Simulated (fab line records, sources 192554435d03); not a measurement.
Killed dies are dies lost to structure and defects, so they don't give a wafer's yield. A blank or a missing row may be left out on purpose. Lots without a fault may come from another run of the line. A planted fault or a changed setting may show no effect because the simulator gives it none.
A struck lot beside a sound one | flow n5_finfet | 36 steps out of a route of 1938
Sound: wafers L329.2, L329.3, L329.4. Struck: wafers L324.2, L324.3, L324.5. The cause comes at the end.
At each step with rows: each side's tool, then ch and its chambers, then its first start. Under that, the readings that differ: sound wafers | struck wafers | difference of the means | sigmas: that difference in standard deviations of wafers without a fault.
alike: readings whose means differ by less than 2 such deviations, and words and numbers that are the same on both sides. not compared: withheld readings, readings that some wafer has no value for, bounds like >300 that may hide the same value, and numbers for which the record gives no deviation and whose values overlap.
The two part at a step that has a row with sigmas, a row that says differs or no value, or rows on one side only. Numbers that don't overlap but have no deviation are shown without sigmas and don't part them. A reading that every wafer of one side lacks parts them only if that side has two wafers or more.

first, 9 steps without rows for these wafers: N5_BEOL_M4_ANNEAL_95 (time 240 s); N5_BEOL_M4_SPUTTER_96 (material Cu, target thk 4.5 nm, time 8.29 s); N5_BEOL_M4_ECD_50 (material Cu, target thk 300 nm); N5_BEOL_M4_ANNEAL_51 (time 90 s); N5_BEOL_M4_CMP_52 (polishes, stops on SiOC, t overpolish 6.8 s, target thk 40 nm); N5_BEOL_M4_PRE_CLEAN_60 (time 15 s); N5_BEOL_M4_CO_CAP_55 (material Co, precursor CCTBA/H2, target thk 2 nm, time 102.1 s); N5_BEOL_M4_PRE_CLEAN_56 (time 15 s); N5_BEOL_M4_DEP_57 (deposits SiCN from 3MS/NH3, target thk 8 nm, time 14 s).
N5_BEOL_M4_RC_MEAS_101:
  sound on prober-01 ch 0, day 14 09:38; struck on prober-01 ch 0, day 13 15:40
  alike: DIBL_N, DIBL_P, IOFF_N, IOFF_P, ION_N, ION_P, SS_N, SS_P, VT_N, VT_P
then, 24 steps without rows for these wafers: N5_BEOL_M5_ILD_DEP_00 (deposits SiCOH lowk from DEMS/porogen, target thk 140.64 nm, time 25.9 s); N5_BEOL_M5_CURE_79 (cures SiCOH lowk, time 240 s); N5_BEOL_M5_PECVD_70 (deposits SiO2 from TEOS/O2, target thk 16 nm, time 18 s); N5_BEOL_M5_HM_DEP_02 (deposits TiN, target thk 20 nm); N5_BEOL_M5_COAT_59 (time 60 s, resist thk 60 nm); N5_BEOL_M5_COAT_60 (time 60 s, resist thk 12 nm); N5_BEOL_M5_COAT_71 (time 60 s, resist thk 5 nm); N5_BEOL_M5_COAT_05 (resist thk 30 nm); N5_BEOL_M5_EBR_07; N5_BEOL_M5_SOFTBAKE_06 (time 60 s); N5_BEOL_M5_EXPOSE_08 (exposes mask M5, target cd 28 nm); N5_BEOL_M5_PEB_09 (peb time 60 s); N5_BEOL_M5_DEVELOP_10 (develop time 30 s); N5_BEOL_M5_DESCUM_16 (chemistry O2, time 7 s); N5_BEOL_M5_ETCH_72 (etches underlayer in N2/H2, target depth 6.5 nm, time 5.2 s); N5_BEOL_M5_ETCH_61 (etches SiARC in CF4, target depth 15.6 nm, time 26 s); N5_BEOL_M5_ETCH_62 (etches SOC in N2/H2, target depth 75 nm, overetch 15 nm, time 112.5 s); N5_BEOL_M5_STRIP_63 (strips in N2/H2); N5_BEOL_M5_STRIP_73 (strips in N2/H2); N5_BEOL_M5_STRIP_64 (strips in CF4); N5_BEOL_M5_HM_OPEN_17 (chemistry Cl2/BCl3, target TiN, target depth 20 nm, overetch 6 nm); N5_BEOL_M5_STRIP_19 (strips in O2); N5_BEOL_M5_COAT_65 (time 60 s, resist thk 60 nm); N5_BEOL_M5_COAT_66 (time 60 s, resist thk 12 nm).
-- the record jumps here: 3 days lie between the struck wafers' starts before and after (it left off in module BEOL_M5 and takes up again in module BEOL_M12, whose first step shown is number 1656 of the route) --
N5_BEOL_M12_DEP_53: deposits SiCN from 3MS/NH3, target thk 30 nm, time 10.5 s.
  sound on pecvd-01 ch 0,1,2, day 17 18:18; struck on pecvd-01 ch 0,2, day 16 15:59
  no value came back on the struck wafers for chamber_pressure_Torr (Torr), rf_fwd_power_W (W), showerhead_plenum_p_Torr (Torr), throttle_valve_pct (%); on the sound wafers chamber_pressure_Torr (Torr) reads 2.998 3.000 2.999
  not compared: since_wet_clean_h
N5_PASSIVATION_PROBE_49:
  the record has rows for the struck wafers here (prober-02, day 18 07:52) and none for the sound ones

WHERE THEY PART
First at N5_BEOL_M12_DEP_53; last, within this record, at N5_PASSIVATION_PROBE_49.

WHY: what the simulator had put in
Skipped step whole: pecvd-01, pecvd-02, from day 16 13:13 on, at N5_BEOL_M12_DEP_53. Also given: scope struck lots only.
